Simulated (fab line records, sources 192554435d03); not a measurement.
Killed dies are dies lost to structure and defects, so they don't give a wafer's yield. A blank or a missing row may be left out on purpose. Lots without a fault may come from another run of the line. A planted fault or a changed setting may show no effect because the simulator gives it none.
Chamber matching | flow n5_finfet | N5_BEOL_M3_DESCUM_33 on rie_diel-03: 4 sister chambers
The step chemistry O2, time 7 s. 18 wafers are shown with their chamber, then 9 later ones without.

WAFERS WITH THEIR CHAMBER
wafer  | chamber | drypump_motor_current_A (A) | showerhead_plenum_p_Torr (Torr) | throttle_valve_pct (%)
L075.1 | 2       | 5.4                         | 2.08                            | 20.48
L075.2 | 1       | 6.1                         | 2.20                            | 20.55
L075.3 | 3       | 6.4                         | 2.24                            | 20.09
L075.4 | 0       | 5.2                         | 2.01                            | 20.27
L075.5 | 0       | 5.2                         | 2.01                            | 20.27
L075.6 | 1       | 6.1                         | 2.20                            | 20.55
L080.1 | 3       | 6.4                         | 2.24                            | 20.09
L080.3 | 2       | 5.4                         | 2.07                            | 20.51
L080.5 | 3       | 6.4                         | 2.24                            | 20.11
L086.1 | 1       | 6.1                         | 2.19                            | 20.60
L086.2 | 3       | 6.4                         | 2.23                            | 20.13
L086.3 | 2       | 5.5                         | 2.07                            | 20.53
L091.1 | 3       | 6.4                         | 2.23                            | 20.13
L091.2 | 2       | 5.5                         | 2.07                            | 20.54
L091.3 | 0       | 5.1                         | 2.00                            | 20.33
L091.4 | 1       | 6.1                         | 2.19                            | 20.60
L091.5 | 0       | 5.1                         | 2.00                            | 20.32
L091.6 | 3       | 6.4                         | 2.23                            | 20.13

SIGNATURES (means of the wafers above)
reading                  | chamber 0 | chamber 1 | chamber 2 | chamber 3 | scatter within a chamber
drypump_motor_current_A  | 5.150     | 6.100     | 5.450     | 6.400     | 0.0378
showerhead_plenum_p_Torr | 2.0050    | 2.1950    | 2.0725    | 2.2350    | 0.00551
throttle_valve_pct       | 20.2975   | 20.5750   | 20.5150   | 20.1133   | 0.0262
Rule: a wafer's distance from a chamber is the root of the sum, over the readings, of the square of ((its reading less the chamber's mean) divided by the reading's scatter). The wafer belongs to the nearest chamber; if the next one is less than 2 further off, it can't be placed. The scatter: the root of (the sum of the squares of (reading less its chamber's mean) over the shown wafers, divided by (wafers less chambers)).

WAFERS WITHOUT THEIR CHAMBER
wafer  | drypump_motor_current_A (A) | showerhead_plenum_p_Torr (Torr) | throttle_valve_pct (%)
L092.2 | 5.1                         | 2.00                            | 20.32
L092.3 | 6.4                         | 2.23                            | 20.15
L092.5 | 5.4                         | 2.07                            | 20.54
L095.2 | 5.1                         | 2.00                            | 20.33
L095.3 | 6.4                         | 2.23                            | 20.15
L095.4 | 6.1                         | 2.18                            | 20.63
L097.2 | 6.4                         | 2.23                            | 20.17
L097.3 | 6.1                         | 2.18                            | 20.62
L097.4 | 5.1                         | 1.99                            | 20.34

WHICH CHAMBER EACH WENT THROUGH
wafer  | from the rows above | in truth
L092.2 | 0                   | 0
L092.3 | 3                   | 3
L092.5 | 2                   | 2
L095.2 | 0                   | 0
L095.3 | 3                   | 3
L095.4 | 1                   | 1
L097.2 | 3                   | 3
L097.3 | 1                   | 1
L097.4 | 0                   | 0
Placed correctly: 9 of 9. Can't be placed from these rows: 0. Placed wrongly: 0.
